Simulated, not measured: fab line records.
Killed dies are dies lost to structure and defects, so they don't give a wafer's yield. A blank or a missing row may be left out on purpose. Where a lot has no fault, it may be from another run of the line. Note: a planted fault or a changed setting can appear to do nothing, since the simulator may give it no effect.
A sampling plan put to the test | flow n5_finfet | one fab line, 72 faults that these records tell of, each judged on the records of the lots that it struck; 6 more are left out, because the records don't allow judging them
The plan is the line's own looks: the steps of the route at which a gauge or an inspection reads the wafer and doesn't change it. Where struck wafers have a number at a look and the file lists that look's usual mean and standard deviation on fault-free wafers, the look can be judged. Caught: a look later than the fault's first step finds the struck wafers' mean 4 or more of those standard deviations (sigma) from the usual mean. On the tool: the fault's steps, tested the same way using the tool's own readings. It also counts as caught if the struck wafers ran another recipe or if their record alone is blank.

## THE FAULTS, as the simulator had put them in
1. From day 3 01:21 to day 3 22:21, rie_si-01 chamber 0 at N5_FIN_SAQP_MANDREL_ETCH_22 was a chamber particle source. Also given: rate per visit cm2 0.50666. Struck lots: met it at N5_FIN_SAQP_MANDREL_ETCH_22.
2. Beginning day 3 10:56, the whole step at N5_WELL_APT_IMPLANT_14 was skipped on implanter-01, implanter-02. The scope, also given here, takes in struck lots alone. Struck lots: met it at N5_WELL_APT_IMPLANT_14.
3. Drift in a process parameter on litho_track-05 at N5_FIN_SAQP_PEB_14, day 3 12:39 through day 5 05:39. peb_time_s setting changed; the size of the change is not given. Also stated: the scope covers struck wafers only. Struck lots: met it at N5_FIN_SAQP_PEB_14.
4. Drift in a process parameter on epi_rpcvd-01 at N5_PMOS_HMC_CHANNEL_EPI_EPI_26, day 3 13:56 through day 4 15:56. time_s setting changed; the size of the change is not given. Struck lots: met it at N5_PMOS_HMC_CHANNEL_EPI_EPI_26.
5. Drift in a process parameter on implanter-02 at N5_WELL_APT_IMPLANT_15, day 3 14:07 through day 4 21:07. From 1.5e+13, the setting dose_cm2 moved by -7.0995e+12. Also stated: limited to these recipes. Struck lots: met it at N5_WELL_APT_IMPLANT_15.
6. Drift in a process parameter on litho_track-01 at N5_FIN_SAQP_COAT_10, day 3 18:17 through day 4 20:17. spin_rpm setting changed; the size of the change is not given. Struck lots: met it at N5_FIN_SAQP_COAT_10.
7. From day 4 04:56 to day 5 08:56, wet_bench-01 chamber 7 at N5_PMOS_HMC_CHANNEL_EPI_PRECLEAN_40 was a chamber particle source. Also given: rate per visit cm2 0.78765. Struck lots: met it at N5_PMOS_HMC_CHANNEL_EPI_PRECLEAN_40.
8. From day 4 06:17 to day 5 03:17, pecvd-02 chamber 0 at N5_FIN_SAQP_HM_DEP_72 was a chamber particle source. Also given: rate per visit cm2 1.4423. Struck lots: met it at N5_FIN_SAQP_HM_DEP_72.
9. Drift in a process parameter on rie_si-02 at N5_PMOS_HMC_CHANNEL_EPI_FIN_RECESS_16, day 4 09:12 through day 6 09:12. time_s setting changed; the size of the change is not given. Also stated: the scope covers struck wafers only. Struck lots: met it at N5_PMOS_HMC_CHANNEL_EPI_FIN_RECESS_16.
10. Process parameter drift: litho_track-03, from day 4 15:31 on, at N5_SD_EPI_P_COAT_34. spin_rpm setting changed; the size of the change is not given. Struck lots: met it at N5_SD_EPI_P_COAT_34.
11. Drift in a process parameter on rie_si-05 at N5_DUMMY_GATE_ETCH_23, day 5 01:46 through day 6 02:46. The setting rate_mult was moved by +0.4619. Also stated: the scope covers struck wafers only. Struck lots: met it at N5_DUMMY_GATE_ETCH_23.
12. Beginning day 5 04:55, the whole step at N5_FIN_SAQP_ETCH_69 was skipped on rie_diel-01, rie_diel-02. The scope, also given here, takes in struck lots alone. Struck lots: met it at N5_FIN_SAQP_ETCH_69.
13. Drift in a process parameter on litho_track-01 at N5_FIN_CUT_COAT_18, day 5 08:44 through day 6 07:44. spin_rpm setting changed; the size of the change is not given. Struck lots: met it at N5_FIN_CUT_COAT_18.
14. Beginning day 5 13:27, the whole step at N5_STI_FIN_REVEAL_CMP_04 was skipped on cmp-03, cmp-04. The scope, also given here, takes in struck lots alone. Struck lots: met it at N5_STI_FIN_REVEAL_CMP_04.
15. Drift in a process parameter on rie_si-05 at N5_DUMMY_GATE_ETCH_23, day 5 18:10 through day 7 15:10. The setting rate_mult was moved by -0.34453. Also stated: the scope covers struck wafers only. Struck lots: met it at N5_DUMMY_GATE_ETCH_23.
16. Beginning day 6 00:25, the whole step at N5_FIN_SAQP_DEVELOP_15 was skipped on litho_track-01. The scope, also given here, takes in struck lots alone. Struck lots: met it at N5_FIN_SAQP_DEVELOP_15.
17. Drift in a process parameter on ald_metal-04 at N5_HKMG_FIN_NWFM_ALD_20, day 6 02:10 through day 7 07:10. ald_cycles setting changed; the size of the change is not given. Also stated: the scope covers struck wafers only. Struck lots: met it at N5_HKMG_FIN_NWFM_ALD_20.
18. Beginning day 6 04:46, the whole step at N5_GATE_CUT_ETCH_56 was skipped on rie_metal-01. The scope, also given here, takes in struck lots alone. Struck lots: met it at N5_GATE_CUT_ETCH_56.
19. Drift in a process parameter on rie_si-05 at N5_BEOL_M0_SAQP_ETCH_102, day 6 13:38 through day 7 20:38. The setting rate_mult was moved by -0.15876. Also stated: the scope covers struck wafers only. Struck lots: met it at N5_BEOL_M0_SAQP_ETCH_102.
20. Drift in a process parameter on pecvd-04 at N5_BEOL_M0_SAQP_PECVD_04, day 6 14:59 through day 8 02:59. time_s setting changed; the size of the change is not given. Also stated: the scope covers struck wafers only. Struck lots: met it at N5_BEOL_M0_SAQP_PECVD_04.
21. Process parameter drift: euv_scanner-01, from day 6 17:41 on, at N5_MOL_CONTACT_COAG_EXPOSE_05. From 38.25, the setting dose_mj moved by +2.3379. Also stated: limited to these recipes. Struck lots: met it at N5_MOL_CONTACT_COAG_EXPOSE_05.
22. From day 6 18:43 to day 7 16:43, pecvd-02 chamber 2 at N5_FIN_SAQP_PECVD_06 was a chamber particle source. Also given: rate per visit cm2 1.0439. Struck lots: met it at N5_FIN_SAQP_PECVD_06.
23. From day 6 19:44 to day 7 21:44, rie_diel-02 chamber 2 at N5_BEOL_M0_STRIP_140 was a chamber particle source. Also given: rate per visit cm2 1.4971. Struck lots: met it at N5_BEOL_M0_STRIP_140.
24. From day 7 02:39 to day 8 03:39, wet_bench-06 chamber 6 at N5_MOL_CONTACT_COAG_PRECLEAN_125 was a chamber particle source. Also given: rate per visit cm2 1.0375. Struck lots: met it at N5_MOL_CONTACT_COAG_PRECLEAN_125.
25. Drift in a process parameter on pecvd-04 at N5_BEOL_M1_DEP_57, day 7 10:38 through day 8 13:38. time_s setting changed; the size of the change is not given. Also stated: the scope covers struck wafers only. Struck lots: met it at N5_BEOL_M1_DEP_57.
26. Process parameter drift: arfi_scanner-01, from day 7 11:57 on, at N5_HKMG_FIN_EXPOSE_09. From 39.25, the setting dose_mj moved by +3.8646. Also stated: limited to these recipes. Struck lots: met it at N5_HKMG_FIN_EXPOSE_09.
27. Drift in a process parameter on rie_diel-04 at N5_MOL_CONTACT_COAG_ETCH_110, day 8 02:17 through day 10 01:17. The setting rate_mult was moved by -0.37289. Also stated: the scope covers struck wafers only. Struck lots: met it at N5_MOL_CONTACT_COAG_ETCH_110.
28. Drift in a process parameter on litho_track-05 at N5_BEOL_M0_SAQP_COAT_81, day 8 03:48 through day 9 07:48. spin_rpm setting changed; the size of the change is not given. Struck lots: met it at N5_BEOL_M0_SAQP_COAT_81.
29. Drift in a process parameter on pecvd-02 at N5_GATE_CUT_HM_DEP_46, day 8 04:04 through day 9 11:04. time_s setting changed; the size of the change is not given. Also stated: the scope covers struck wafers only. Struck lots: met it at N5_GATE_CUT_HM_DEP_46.
30. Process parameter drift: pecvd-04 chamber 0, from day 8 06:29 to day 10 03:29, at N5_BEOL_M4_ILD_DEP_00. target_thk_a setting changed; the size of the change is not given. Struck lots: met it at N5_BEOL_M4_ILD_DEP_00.
31. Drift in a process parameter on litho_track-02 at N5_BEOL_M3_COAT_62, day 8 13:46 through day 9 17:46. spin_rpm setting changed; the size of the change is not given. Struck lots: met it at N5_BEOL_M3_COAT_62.
32. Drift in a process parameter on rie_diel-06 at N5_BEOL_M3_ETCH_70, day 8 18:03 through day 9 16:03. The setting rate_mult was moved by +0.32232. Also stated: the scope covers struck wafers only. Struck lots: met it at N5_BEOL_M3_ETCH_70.
33. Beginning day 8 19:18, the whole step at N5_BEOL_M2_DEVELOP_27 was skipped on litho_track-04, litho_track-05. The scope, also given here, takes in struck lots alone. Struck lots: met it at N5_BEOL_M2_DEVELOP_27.
34. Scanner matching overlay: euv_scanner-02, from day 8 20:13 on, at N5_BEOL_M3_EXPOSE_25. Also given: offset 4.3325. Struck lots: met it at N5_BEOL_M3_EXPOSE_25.
35. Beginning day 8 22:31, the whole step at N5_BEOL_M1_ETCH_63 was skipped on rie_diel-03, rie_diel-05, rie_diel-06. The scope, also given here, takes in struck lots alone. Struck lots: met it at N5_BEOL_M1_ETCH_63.
36. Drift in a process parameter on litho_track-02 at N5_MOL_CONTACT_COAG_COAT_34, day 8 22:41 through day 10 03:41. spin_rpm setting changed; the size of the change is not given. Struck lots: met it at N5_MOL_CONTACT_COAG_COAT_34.
37. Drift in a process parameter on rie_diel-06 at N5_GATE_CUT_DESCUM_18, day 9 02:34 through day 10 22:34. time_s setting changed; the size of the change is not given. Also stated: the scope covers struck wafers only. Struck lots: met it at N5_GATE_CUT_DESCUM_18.
38. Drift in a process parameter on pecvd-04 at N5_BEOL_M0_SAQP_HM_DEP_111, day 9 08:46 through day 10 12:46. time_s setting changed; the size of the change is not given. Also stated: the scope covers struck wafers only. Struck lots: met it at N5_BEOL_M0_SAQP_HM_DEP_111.
39. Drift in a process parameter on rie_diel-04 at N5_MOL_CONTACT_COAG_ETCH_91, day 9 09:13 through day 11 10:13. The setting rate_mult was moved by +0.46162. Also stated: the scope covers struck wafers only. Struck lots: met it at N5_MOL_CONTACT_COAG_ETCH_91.
40. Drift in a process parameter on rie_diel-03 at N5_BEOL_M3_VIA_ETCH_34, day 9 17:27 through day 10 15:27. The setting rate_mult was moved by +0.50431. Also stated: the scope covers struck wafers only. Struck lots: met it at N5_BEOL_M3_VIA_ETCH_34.
41. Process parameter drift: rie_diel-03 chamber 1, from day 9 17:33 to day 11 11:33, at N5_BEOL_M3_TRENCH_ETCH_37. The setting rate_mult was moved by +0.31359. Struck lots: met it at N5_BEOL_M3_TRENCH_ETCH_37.
42. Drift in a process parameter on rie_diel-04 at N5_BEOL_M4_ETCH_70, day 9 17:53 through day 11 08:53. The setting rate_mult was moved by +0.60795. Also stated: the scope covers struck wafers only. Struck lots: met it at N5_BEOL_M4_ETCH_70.
43. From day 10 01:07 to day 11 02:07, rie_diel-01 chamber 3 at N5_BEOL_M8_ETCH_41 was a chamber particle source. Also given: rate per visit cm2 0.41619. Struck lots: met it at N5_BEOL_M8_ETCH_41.
44. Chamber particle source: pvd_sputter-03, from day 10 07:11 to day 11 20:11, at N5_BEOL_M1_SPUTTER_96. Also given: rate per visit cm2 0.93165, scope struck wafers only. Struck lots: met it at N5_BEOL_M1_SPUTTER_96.
45. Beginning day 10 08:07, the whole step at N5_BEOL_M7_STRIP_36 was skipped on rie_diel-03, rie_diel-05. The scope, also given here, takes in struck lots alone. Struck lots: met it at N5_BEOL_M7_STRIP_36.
46. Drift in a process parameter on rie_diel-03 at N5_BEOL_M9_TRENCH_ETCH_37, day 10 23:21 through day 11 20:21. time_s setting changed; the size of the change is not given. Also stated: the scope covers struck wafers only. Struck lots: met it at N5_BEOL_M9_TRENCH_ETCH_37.
47. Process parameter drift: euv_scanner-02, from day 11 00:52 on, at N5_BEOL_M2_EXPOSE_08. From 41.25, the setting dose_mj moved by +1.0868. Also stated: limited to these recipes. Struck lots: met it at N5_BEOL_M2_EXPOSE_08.
48. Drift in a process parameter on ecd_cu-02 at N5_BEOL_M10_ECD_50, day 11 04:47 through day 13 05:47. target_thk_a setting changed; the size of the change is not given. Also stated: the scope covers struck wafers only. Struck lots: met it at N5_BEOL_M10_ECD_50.
49. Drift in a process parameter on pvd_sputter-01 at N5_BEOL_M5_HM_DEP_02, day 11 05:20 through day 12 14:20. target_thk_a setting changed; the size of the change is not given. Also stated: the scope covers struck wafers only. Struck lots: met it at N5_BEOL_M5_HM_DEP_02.
50. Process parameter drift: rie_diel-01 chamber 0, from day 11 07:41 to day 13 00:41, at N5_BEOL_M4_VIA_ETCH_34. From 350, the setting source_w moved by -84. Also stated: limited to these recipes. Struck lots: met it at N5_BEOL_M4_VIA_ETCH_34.
51. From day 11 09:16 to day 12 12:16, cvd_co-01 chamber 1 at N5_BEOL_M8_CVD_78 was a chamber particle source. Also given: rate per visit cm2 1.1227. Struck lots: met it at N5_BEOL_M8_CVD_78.
52. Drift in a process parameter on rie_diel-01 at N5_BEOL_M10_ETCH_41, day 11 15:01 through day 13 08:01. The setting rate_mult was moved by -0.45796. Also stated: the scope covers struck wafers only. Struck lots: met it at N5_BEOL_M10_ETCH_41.
53. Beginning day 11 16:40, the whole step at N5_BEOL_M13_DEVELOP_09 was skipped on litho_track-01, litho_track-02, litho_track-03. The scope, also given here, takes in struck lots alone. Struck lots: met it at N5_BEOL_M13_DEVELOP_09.
54. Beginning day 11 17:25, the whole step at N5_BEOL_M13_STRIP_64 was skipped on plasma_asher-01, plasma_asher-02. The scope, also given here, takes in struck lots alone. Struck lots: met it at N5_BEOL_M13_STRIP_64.
55. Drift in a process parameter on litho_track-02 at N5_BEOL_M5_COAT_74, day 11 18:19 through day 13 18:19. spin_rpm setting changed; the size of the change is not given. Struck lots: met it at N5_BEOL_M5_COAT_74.
56. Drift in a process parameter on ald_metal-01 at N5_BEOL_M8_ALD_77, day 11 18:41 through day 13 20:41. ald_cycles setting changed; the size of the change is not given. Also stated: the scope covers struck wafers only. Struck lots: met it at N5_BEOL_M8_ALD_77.
57. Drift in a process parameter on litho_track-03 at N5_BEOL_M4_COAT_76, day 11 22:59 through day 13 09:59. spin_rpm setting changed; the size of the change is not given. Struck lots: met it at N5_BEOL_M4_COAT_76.
58. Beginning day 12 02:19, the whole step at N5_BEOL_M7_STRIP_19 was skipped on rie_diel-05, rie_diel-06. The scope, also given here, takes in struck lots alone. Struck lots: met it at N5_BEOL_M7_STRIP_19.
59. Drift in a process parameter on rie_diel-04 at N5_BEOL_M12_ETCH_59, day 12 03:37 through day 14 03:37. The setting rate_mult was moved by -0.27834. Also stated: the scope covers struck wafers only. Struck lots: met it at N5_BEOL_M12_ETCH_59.
60. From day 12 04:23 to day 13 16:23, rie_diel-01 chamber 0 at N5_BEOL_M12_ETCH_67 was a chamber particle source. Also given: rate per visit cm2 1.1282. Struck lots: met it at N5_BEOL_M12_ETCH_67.
61. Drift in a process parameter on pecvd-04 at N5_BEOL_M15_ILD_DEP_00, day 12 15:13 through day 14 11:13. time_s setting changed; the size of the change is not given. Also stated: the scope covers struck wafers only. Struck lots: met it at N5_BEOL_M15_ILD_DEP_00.
62. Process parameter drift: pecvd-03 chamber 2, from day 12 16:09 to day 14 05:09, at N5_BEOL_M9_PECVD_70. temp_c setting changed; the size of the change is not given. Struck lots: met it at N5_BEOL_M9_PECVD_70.
63. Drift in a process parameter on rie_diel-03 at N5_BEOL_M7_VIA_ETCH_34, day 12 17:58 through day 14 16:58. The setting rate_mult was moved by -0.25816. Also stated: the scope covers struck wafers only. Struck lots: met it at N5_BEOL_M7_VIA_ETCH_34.
64. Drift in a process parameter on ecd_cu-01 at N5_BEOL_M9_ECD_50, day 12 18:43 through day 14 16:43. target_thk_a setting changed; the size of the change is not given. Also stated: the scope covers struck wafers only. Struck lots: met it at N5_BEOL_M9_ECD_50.
65. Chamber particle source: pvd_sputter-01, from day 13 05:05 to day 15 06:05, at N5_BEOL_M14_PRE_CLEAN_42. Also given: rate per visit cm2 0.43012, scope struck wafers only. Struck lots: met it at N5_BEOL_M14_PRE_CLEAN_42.
66. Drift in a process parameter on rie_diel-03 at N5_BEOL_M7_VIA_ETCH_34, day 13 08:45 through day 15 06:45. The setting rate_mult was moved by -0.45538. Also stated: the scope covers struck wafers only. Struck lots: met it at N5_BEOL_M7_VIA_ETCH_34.
67. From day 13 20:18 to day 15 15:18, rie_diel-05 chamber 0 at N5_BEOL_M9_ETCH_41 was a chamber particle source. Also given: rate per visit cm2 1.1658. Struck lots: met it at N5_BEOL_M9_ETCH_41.
68. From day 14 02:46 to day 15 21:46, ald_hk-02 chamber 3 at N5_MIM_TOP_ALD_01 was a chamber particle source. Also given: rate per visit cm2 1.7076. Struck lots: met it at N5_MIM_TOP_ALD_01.
69. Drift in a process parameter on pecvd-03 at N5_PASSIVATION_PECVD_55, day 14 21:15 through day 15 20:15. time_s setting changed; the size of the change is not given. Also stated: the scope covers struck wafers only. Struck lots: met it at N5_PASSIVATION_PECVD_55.
70. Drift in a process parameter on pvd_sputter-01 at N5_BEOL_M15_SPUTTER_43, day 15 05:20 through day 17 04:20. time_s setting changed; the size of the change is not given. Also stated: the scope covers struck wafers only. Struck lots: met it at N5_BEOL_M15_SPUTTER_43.
71. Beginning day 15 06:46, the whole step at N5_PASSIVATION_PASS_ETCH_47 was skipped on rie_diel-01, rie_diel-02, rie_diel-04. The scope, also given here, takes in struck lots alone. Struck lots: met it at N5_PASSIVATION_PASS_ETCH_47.
72. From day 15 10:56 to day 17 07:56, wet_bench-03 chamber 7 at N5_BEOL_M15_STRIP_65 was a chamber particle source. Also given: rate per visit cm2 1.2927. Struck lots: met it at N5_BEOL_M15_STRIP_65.

## WHAT THE PLAN SAW
fault | on the tool itself                               | first look that catches it                      | reading, sigma                                            | median hours from its first step to that look | hours from the fault's start to the first struck lot there | judged looks passed uncaught
1     | only faintly: oes_product_au +2.2 sigma          | N5_FIN_SAQP_INSPECT_40                          | raw_defect_count +4.9                                     | 4.3                                           | 8                                                          | 0
2     | the tool's record is blank for the struck wafers | N5_BEOL_M4_RC_MEAS_101                          | IOFF_P_LONG +99 or beyond                                 | 148.8                                         | 155                                                        | 1
3     | no reading that can be judged                    | N5_FIN_SAQP_CD_MEAS_16                          | cd_nm +18                                                 | 0.1                                           | 15                                                         | 0
4     | under 2 sigma                                    | not the one look that can be judged after it    | -                                                         | -                                             | -                                                          | 1
5     | dose_ions_cm2 -99 or beyond sigma                | N5_BEOL_M4_RC_MEAS_101                          | CJ_P -11                                                  | 149.9                                         | 157                                                        | 0
6     | spin_speed_rpm +99 or beyond sigma               | none of the 4 looks that can be judged after it | -                                                         | -                                             | -                                                          | 4
7     | no reading that can be judged                    | N5_PMOS_HMC_CHANNEL_EPI_INSPECT_30              | raw_defect_count +62                                      | 0.5                                           | 22                                                         | 0
8     | under 2 sigma                                    | N5_FIN_SAQP_INSPECT_18                          | raw_defect_count +9.2                                     | 0.5                                           | 3                                                          | 0
9     | under 2 sigma                                    | N5_PMOS_HMC_CHANNEL_EPI_THK_MEAS_22             | HMC_CMP_THK +7.6                                          | 1.8                                           | 5                                                          | 0
10    | spin_speed_rpm -99 or beyond sigma               | no look after it can be judged                  | -                                                         | -                                             | -                                                          | 0
11    | oes_product_au +17 sigma                         | none of the 2 looks that can be judged after it | -                                                         | -                                             | -                                                          | 2
12    | the tool's record is blank for the struck wafers | no look after it can be judged                  | -                                                         | -                                             | -                                                          | 0
13    | spin_speed_rpm -99 or beyond sigma               | not the one look that can be judged after it    | -                                                         | -                                             | -                                                          | 1
14    | the tool's record is blank for the struck wafers | N5_STI_FIN_REVEAL_THK_MEAS_05                   | thk_nm +99 or beyond                                      | 0.3                                           | 4                                                          | 0
15    | oes_product_au -12 sigma                         | none of the 2 looks that can be judged after it | -                                                         | -                                             | -                                                          | 2
16    | no reading that can be judged                    | no look after it can be judged                  | -                                                         | -                                             | -                                                          | 0
17    | under 2 sigma                                    | N5_BEOL_M4_RC_MEAS_101                          | VT_N_LONG +10.0                                           | 90.7                                          | 92                                                         | 0
18    | the tool's record is blank for the struck wafers | no look after it can be judged                  | -                                                         | -                                             | -                                                          | 0
19    | oes_product_au -4.6 sigma                        | not the one look that can be judged after it    | -                                                         | -                                             | -                                                          | 1
20    | under 2 sigma                                    | N5_BEOL_M0_SAQP_THK_MEAS_05                     | thk_nm +17                                                | 0.1                                           | 19                                                         | 0
21    | exposure_dose_mJ_cm2 +48 sigma                   | N5_MOL_CONTACT_COAG_CD_MEAS_08                  | cd_nm +4.5                                                | 0.1                                           | 3                                                          | 0
22    | only faintly: throttle_valve_pct -2.4 sigma      | N5_FIN_SAQP_INSPECT_18                          | raw_defect_count +5.9                                     | 0.7                                           | 4                                                          | 1
23    | only faintly: rf_vpp_V -2.0 sigma                | no look after it can be judged                  | -                                                         | -                                             | -                                                          | 0
24    | under 2 sigma                                    | not the one look that can be judged after it    | -                                                         | -                                             | -                                                          | 1
25    | under 2 sigma                                    | none of the 2 looks that can be judged after it | -                                                         | -                                             | -                                                          | 2
26    | exposure_dose_mJ_cm2 +77 sigma                   | N5_HKMG_FIN_CD_MEAS_12                          | cd_nm +9.4                                                | 0.1                                           | 3                                                          | 0
27    | under 2 sigma                                    | not the one look that can be judged after it    | strongest: RC_DENSE_N at N5_BEOL_M4_RC_MEAS_101, +3.3     | -                                             | -                                                          | 1
28    | spin_speed_rpm +86 sigma                         | not the one look that can be judged after it    | -                                                         | -                                             | -                                                          | 1
29    | under 2 sigma                                    | N5_GATE_CUT_THK_MEAS_24                         | GC_FILL_THK +7.2                                          | 3.2                                           | 8                                                          | 1
30    | under 2 sigma                                    | N5_BEOL_M4_THK_MEAS_01                          | M4_ILD_THK -6.5                                           | 0.1                                           | 31                                                         | 0
31    | spin_speed_rpm -38 sigma                         | not the one look that can be judged after it    | -                                                         | -                                             | -                                                          | 1
32    | under 2 sigma                                    | not the one look that can be judged after it    | -                                                         | -                                             | -                                                          | 1
33    | no reading that can be judged                    | no look after it can be judged                  | -                                                         | -                                             | -                                                          | 0
34    | no reading that can be judged                    | N5_BEOL_M3_OVL_MEAS_29                          | V2_OVL +5.3                                               | 0.2                                           | 2                                                          | 0
35    | the tool's record is blank for the struck wafers | no look after it can be judged                  | -                                                         | -                                             | -                                                          | 0
36    | spin_speed_rpm -92 sigma                         | not the one look that can be judged after it    | -                                                         | -                                             | -                                                          | 1
37    | under 2 sigma                                    | not the one look that can be judged after it    | -                                                         | -                                             | -                                                          | 1
38    | under 2 sigma                                    | not the one look that can be judged after it    | -                                                         | -                                             | -                                                          | 1
39    | under 2 sigma                                    | none of the 3 looks that can be judged after it | strongest: cd_nm at N5_MOL_CONTACT_COAG_CD_MEAS_137, +3.7 | -                                             | -                                                          | 3
40    | under 2 sigma                                    | not the one look that can be judged after it    | -                                                         | -                                             | -                                                          | 1
41    | under 2 sigma                                    | N5_BEOL_M3_OCD_MEAS_38                          | trench_depth_nm +15                                       | 0.2                                           | 20                                                         | 0
42    | under 2 sigma                                    | not the one look that can be judged after it    | -                                                         | -                                             | -                                                          | 1
43    | under 2 sigma                                    | not the one look that can be judged after it    | -                                                         | -                                             | -                                                          | 1
44    | under 2 sigma                                    | no look after it can be judged                  | -                                                         | -                                             | -                                                          | 0
45    | the tool's record is blank for the struck wafers | not the one look that can be judged after it    | -                                                         | -                                             | -                                                          | 1
46    | run_length_s +45 sigma                           | N5_BEOL_M9_OCD_MEAS_38                          | trench_depth_nm +18                                       | 0.2                                           | 4                                                          | 0
47    | exposure_dose_mJ_cm2 +23 sigma                   | not the one look that can be judged after it    | -                                                         | -                                             | -                                                          | 1
48    | no reading that can be judged                    | not the one look that can be judged after it    | -                                                         | -                                             | -                                                          | 1
49    | under 2 sigma                                    | N5_BEOL_M5_OCD_MEAS_38                          | trench_depth_nm -55                                       | 2.5                                           | 4                                                          | 1
50    | rf_fwd_power_W -70 sigma                         | not the one look that can be judged after it    | -                                                         | -                                             | -                                                          | 1
51    | no reading that can be judged                    | no look after it can be judged                  | -                                                         | -                                             | -                                                          | 0
52    | only faintly: oes_product_au -2.5 sigma          | no look after it can be judged                  | -                                                         | -                                             | -                                                          | 0
53    | no reading that can be judged                    | no look after it can be judged                  | -                                                         | -                                             | -                                                          | 0
54    | the tool's record is blank for the struck wafers | not the one look that can be judged after it    | -                                                         | -                                             | -                                                          | 1
55    | spin_speed_rpm +99 or beyond sigma               | not the one look that can be judged after it    | -                                                         | -                                             | -                                                          | 1
56    | under 2 sigma                                    | no look after it can be judged                  | -                                                         | -                                             | -                                                          | 0
57    | spin_speed_rpm -99 or beyond sigma               | not the one look that can be judged after it    | -                                                         | -                                             | -                                                          | 1
58    | the tool's record is blank for the struck wafers | no look after it can be judged                  | -                                                         | -                                             | -                                                          | 0
59    | under 2 sigma                                    | not the one look that can be judged after it    | strongest: cd_nm at N5_BEOL_M12_CD_MEAS_17, -3.0          | -                                             | -                                                          | 1
60    | under 2 sigma                                    | no look after it can be judged                  | -                                                         | -                                             | -                                                          | 0
61    | run_length_s +54 sigma                           | N5_BEOL_M15_THK_MEAS_01                         | M15_ILD_THK +7.7                                          | 0.2                                           | 17                                                         | 0
62    | susceptor_temp_C +99 or beyond sigma             | no look after it can be judged                  | -                                                         | -                                             | -                                                          | 0
63    | only faintly: throttle_valve_pct -2.1 sigma      | no look after it can be judged                  | -                                                         | -                                             | -                                                          | 0
64    | no reading that can be judged                    | not the one look that can be judged after it    | -                                                         | -                                             | -                                                          | 1
65    | under 2 sigma                                    | not the one look that can be judged after it    | strongest: cd_nm at N5_PASSIVATION_CD_MEAS_10, -2.0       | -                                             | -                                                          | 1
66    | only faintly: oes_product_au -2.4 sigma          | no look after it can be judged                  | -                                                         | -                                             | -                                                          | 0
67    | under 2 sigma                                    | none of the 2 looks that can be judged after it | -                                                         | -                                             | -                                                          | 2
68    | under 2 sigma                                    | no look after it can be judged                  | -                                                         | -                                             | -                                                          | 0
69    | under 2 sigma                                    | no look after it can be judged                  | -                                                         | -                                             | -                                                          | 0
70    | under 2 sigma                                    | no look after it can be judged                  | -                                                         | -                                             | -                                                          | 0
71    | the tool's record is blank for the struck wafers | no look after it can be judged                  | -                                                         | -                                             | -                                                          | 0
72    | no reading that can be judged                    | no look after it can be judged                  | -                                                         | -                                             | -                                                          | 0
A dash: this means the fault isn't caught or the number doesn't appear in these records.

Caught at a look: 20 of 72. Caught on the tool: 28 of 72. By one or the other: 41 of 72.
Faults caught by the tool alone: 6, 10, 11, 12, 13, 15, 18, 19, 28, 31, 35, 36, 45, 47, 50, 54, 55, 57, 58, 62, 71.
Caught at a look alone: faults 1, 3, 7, 8, 9, 17, 20, 22, 29, 30, 34, 41, 49.
Caught by neither: faults 4, 16, 23, 24, 25, 27, 32, 33, 37, 38, 39, 40, 42, 43, 44, 48, 51, 52, 53, 56, 59, 60, 63, 64, 65, 66, 67, 68, 69, 70, 72.

## THINNER SAMPLING
In the worst case, this is how late the first struck lot would be measured if the look that catches a fault measured only every second or every third lot, by lot number:
fault | struck lots at that look, in order of time | every lot | every second lot | every third lot
1     | L772, L774                                 | 8 h       | may miss all 2   | may miss all 2
2     | L322, L323, L324                           | 155 h     | 158 h            | 160 h
3     | L291                                       | 15 h      | may miss it      | may miss it
5     | L172, L174                                 | 157 h     | may miss all 2   | may miss all 2
7     | L112                                       | 22 h      | may miss it      | may miss it
8     | L291, L292                                 | 3 h       | 11 h             | may miss all 2
9     | L898, L901, L905                           | 5 h       | 23 h             | may miss all 3
14    | L902, L903                                 | 4 h       | 9 h              | may miss all 2
17    | L432, L435, L436                           | 92 h      | 113 h            | may miss all 3
20    | L684, L686                                 | 19 h      | may miss all 2   | may miss all 2
21    | L196, L200                                 | 3 h       | may miss all 2   | may miss all 2
22    | L840, L842                                 | 4 h       | may miss all 2   | may miss all 2
26    | L738, L744                                 | 3 h       | may miss all 2   | may miss all 2
29    | L708, L712, L713                           | 8 h       | 34 h             | 34 h
30    | L565                                       | 31 h      | may miss it      | may miss it
34    | L471, L470, L472, L473                     | 2 h       | 7 h              | 7 h
41    | L118                                       | 20 h      | may miss it      | may miss it
46    | L560, L563                                 | 4 h       | 19 h             | may miss all 2
49    | L277, L280                                 | 4 h       | 32 h             | may miss all 2
61    | L724, L726                                 | 17 h      | may miss all 2   | may miss all 2
Hours: fault start to first struck lot measured. Since the struck wafers were tested as one group against 4 sigma, a single lot by itself may lie under the limit. Other struck lots may not be in these records.

## THE LONGEST TIMED WAY FROM STEP TO LOOK
Fault 5: the median time between N5_WELL_APT_IMPLANT_15 and N5_BEOL_M4_RC_MEAS_101 is 149.9 hours. No look between them can be judged.
